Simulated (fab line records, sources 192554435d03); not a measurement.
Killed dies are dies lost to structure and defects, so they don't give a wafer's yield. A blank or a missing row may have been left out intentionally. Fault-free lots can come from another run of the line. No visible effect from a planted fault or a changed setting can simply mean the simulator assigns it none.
Which of the tools did it? ; flow n5_finfet ; 36 wafers from 12 lots sampled at 6 of the route's 1938 steps

WHAT THE GAUGES SHOWED, per wafer
N5_BEOL_M4_INSPECT_13: inspects for defects (brightfield).
lot;measured;on;raw_defect_count
L075;day 8 06:14;defect_inspect-01;613 569 556
L076;day 8 14:17;defect_inspect-01;517 504 483
L079;day 8 17:24;defect_inspect-01;537 526 514
L080;day 9 03:11;defect_inspect-02;441 556 543
L083;day 9 19:10;defect_inspect-01;480 505 615
L085;day 10 09:58;defect_inspect-02;355 255 330
L088;day 10 19:44;defect_inspect-01;360 305 416
L089;day 11 14:03;defect_inspect-01;446 355 520
L091;day 11 22:33;defect_inspect-01;367 489 269
L093;day 12 04:05;defect_inspect-02;383 275 432
L095;day 12 20:16;defect_inspect-01;509 563 563
L097;day 13 07:12;defect_inspect-02;339 339 436

EACH LOT AND THE TOOL THAT RAN IT (in order: tool; ch and the chambers of the sampled wafers; start)
lot;N5_BEOL_M3_ETCH_41;N5_BEOL_M3_SPUTTER_88;N5_BEOL_M3_SPUTTER_92;N5_BEOL_M3_ANNEAL_93;N5_BEOL_M3_ANNEAL_51
L075;rie_diel-05 ch 0,1, day 8 01:03 or earlier;pvd_sputter-01, day 8 01:03;pvd_sputter-01, day 8 01:29;pvd_sputter-01, day 8 01:34;rtp_anneal-02 ch 0, day 8 02:22
L076;rie_diel-05 ch 0,1,2, day 8 10:09 or earlier;pvd_sputter-02, day 8 10:09;pvd_sputter-02, day 8 10:35;pvd_sputter-02, day 8 10:40;rtp_anneal-02 ch 0, day 8 11:29
L079;rie_diel-05 ch 0,2,3, day 8 12:32 or earlier;pvd_sputter-02, day 8 12:32;pvd_sputter-02, day 8 12:59;pvd_sputter-02, day 8 13:04;rtp_anneal-02 ch 0, day 8 13:54
L080;rie_diel-03 ch 0,1,3, day 8 22:16 or earlier;pvd_sputter-01, day 8 22:16;pvd_sputter-01, day 8 22:43;pvd_sputter-01, day 8 22:47;rtp_anneal-02 ch 0, day 8 23:26
L083;rie_diel-03 ch 0,1,2, day 9 16:01 or earlier;pvd_sputter-02, day 9 16:01;pvd_sputter-02, day 9 16:27;pvd_sputter-02, day 9 16:32;rtp_anneal-01 ch 0, day 9 17:08
L085;rie_diel-05 ch 0,1,3, day 10 06:05 or earlier;pvd_sputter-01, day 10 06:05;pvd_sputter-01, day 10 06:32;pvd_sputter-01, day 10 06:37;rtp_anneal-02 ch 0, day 10 07:10
L088;rie_diel-03 ch 1,2,3, day 10 16:37 or earlier;pvd_sputter-01, day 10 16:37;pvd_sputter-01, day 10 17:04;pvd_sputter-01, day 10 17:08;rtp_anneal-02 ch 0, day 10 18:04
L089;rie_diel-03 ch 1,2, day 11 10:44 or earlier;pvd_sputter-02, day 11 10:44;pvd_sputter-02, day 11 11:10;pvd_sputter-02, day 11 11:15;rtp_anneal-01 ch 0, day 11 11:49
L091;rie_diel-01 ch 0,1, day 11 18:34 or earlier;pvd_sputter-03, day 11 18:34;pvd_sputter-03, day 11 19:01;pvd_sputter-03, day 11 19:05;rtp_anneal-01 ch 0, day 11 20:59
L093;rie_diel-03 ch 0,3, day 12 00:51 or earlier;pvd_sputter-01, day 12 00:51;pvd_sputter-01, day 12 01:17;pvd_sputter-01, day 12 01:22;rtp_anneal-01 ch 0, day 12 01:59
L095;rie_diel-03 ch 0,3, day 12 15:25 or earlier;pvd_sputter-02, day 12 15:25;pvd_sputter-02, day 12 15:52;pvd_sputter-02, day 12 15:56;rtp_anneal-01 ch 0, day 12 16:32
L097;rie_diel-05 ch 0,1, day 13 03:53 or earlier;pvd_sputter-02, day 13 03:53;pvd_sputter-02, day 13 04:20;pvd_sputter-02, day 13 04:25;rtp_anneal-01 ch 0, day 13 05:13
- N5_BEOL_M3_ETCH_41: etches SiCN in CH3F/O2, target depth 29.9 nm, time 52.5 s.
- N5_BEOL_M3_SPUTTER_88: material Cu, target thk 4.5 nm, time 8.29 s.
- N5_BEOL_M3_SPUTTER_92: material Cu, target thk 4.5 nm, time 8.29 s.
- N5_BEOL_M3_ANNEAL_93: time 240 s.
- N5_BEOL_M3_ANNEAL_51: time 90 s.

THE ANSWER, worked out from the rows above alone
Rule: usual is defined by the lots themselves. The widest of any qualifying gaps counts: lots, ordered by their means at a reading, are off when they make up no more than a third of the lots, leave a main group of 4 or more, and stand apart from it by 3 or more times the standard deviation of that group's means. If all means in a main group match to the digits the tables above print for the reading, that group is not used. Also off: a lot with no number at a reading for which 4 or more lots have one. All remaining lots with rows at the step are treated as sound.
No lot is off on any of the readings shown, so nothing can be concluded from this.

WHAT HAD BEEN PUT IN BY THE SIMULATOR
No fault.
